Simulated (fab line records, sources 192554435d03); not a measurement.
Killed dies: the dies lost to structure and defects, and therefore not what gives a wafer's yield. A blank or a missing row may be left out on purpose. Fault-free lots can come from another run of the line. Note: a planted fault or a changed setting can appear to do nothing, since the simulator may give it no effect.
A struck lot beside a sound one | flow n5-finfet | 15 steps out of a route of 1938
Sound: wafers L218.3, L218.4, L218.5. Struck: wafer L210.6 (L210.1, L210.4, from the same lot, were not struck and are left out); the cause is given at the end.
Order at every step that has rows: each side's tool, ch and its chambers, its first start. Under that, the readings that differ: sound wafers | struck wafers | difference of the means | sigmas: that difference in standard deviations of wafers without a fault.
alike: readings whose means differ by less than 2 such deviations, and words and numbers that are the same on both sides. not compared: withheld readings, readings that some wafer has no value for, bounds like >300 that may hide the same value, and numbers for which the record gives no deviation and whose values overlap.
A row with sigmas, a row that says differs or no value, or rows on one side alone: a step with any of these is where the two part. Non-overlapping numbers with no deviation appear without sigmas and do not part them. A reading that every wafer of one side lacks parts them only if that side has two wafers or more.

N5_GATE_CUT_ETCH_19: etches SiNx in CH3F/O2, target depth 53.7 nm, time 76.7 s.
  sound on rie-diel-04 ch 0,1,3, day 9 09:07; struck on rie-diel-02 ch 2, day 7 09:54
  alike: bias-w, drypump-motor-current-A, etch-rf-on-time-s, oes-product-au, rf-vpp-V, showerhead-plenum-p-Torr, throttle-valve-pct
  not compared: rf-hours-counter-h
then, 2 steps without rows for these wafers: N5_GATE_CUT_CUT_ETCH_53 (etches W in SF6/Cl2, target depth 79.2 nm); N5_GATE_CUT_CUT_ETCH_54 (etches TiN in Cl2/BCl3, target depth 96.7 nm).
N5_GATE_CUT_CUT_ETCH_55: etches HfO2 in BCl3, target depth 3.2 nm.
  sound on rie-metal-03 ch 0,1, day 9 09:20; struck on rie-metal-01 ch 0, day 7 10:08
  alike: bias-w, drypump-motor-current-A, oes-product-au, throttle-valve-pct
  not compared: rf-hours-counter-h
N5_GATE_CUT_ETCH_47: etches SiO2 in Cl2/BCl3, target depth 10 nm.
  sound on rie-metal-03 ch 0,1, day 9 09:22; struck on rie-metal-01 ch 0, day 7 10:10
  alike: bias-w, drypump-motor-current-A, oes-product-au, throttle-valve-pct
  not compared: rf-hours-counter-h
then, 3 steps without rows for these wafers: N5_GATE_CUT_VAPOR_ETCH_48 (etches TiN in BCl3/Cl2); N5_GATE_CUT_VAPOR_ETCH_49 (etches TiAlC in BCl3/Cl2); N5_GATE_CUT_VAPOR_ETCH_51 (etches HfO2 in BCl3/Cl2).
N5_GATE_CUT_STRIP_21: strips in N2/H2, time 30 s.
  sound on plasma-asher-02 ch 0,1, day 9 09:31; struck on plasma-asher-01 ch 0, day 7 10:18
  alike: drypump-motor-current-A, heater-power-w, n2-flow-sccm
  not compared: rf-hours-counter-h
then, 2 steps without rows for these wafers: N5_GATE_CUT_STRIP_29 (strips in post etch residue remover, time 60 s); N5_GATE_CUT_SRD_52 (time 30 s).
N5_GATE_CUT_ALD_22: deposits SiNx, target thk 16 nm, pulse time 1 s, ald cycles 320.
  sound on ald-sin-04 ch 0,3, day 9 09:40; struck on ald-sin-03 ch 1, day 7 11:32
  alike: heater-power-w, precursor-pulse-height-rel
N5_GATE_CUT_CMP_23: polishes, stops on SiO2, t overpolish 23.4 s, target thk 16 nm.
  sound on cmp-02 ch 1,3, day 9 11:11; struck on cmp-01 ch 1, day 7 13:02
  reading          | sound             | struck | difference | sigmas
  platen-rpm (rpm) | 51.72 51.84 51.74 | 53.84  | +2.07      | +61
  alike: motor-current-A, overpolish-run-s, time-to-endpoint-s
N5_GATE_CUT_THK_MEAS_24:
  struck on film-metro-02, day 7 13:19; sound on film-metro-02, day 9 11:26
  alike: GC_FILL_THK
-- a jump in the record: the struck wafers' starts before and after are 9 days apart (it breaks off in module GATE_CUT and resumes in module PASSIVATION, where the first step shown is number 1936 of the route) --
N5_PASSIVATION_PROBE_49:
  the record has rows for the struck wafers here (prober-01, day 16 07:22) and none for the sound ones

WHERE THEY PART
First at N5_GATE_CUT_CMP_23; last, within this record, at N5_PASSIVATION_PROBE_49.

WHY: the cause the simulator had injected
cmp-01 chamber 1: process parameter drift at N5_GATE_CUT_CMP_23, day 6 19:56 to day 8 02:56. A move of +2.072 in setting platen-rpm, from 51.8. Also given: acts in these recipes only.
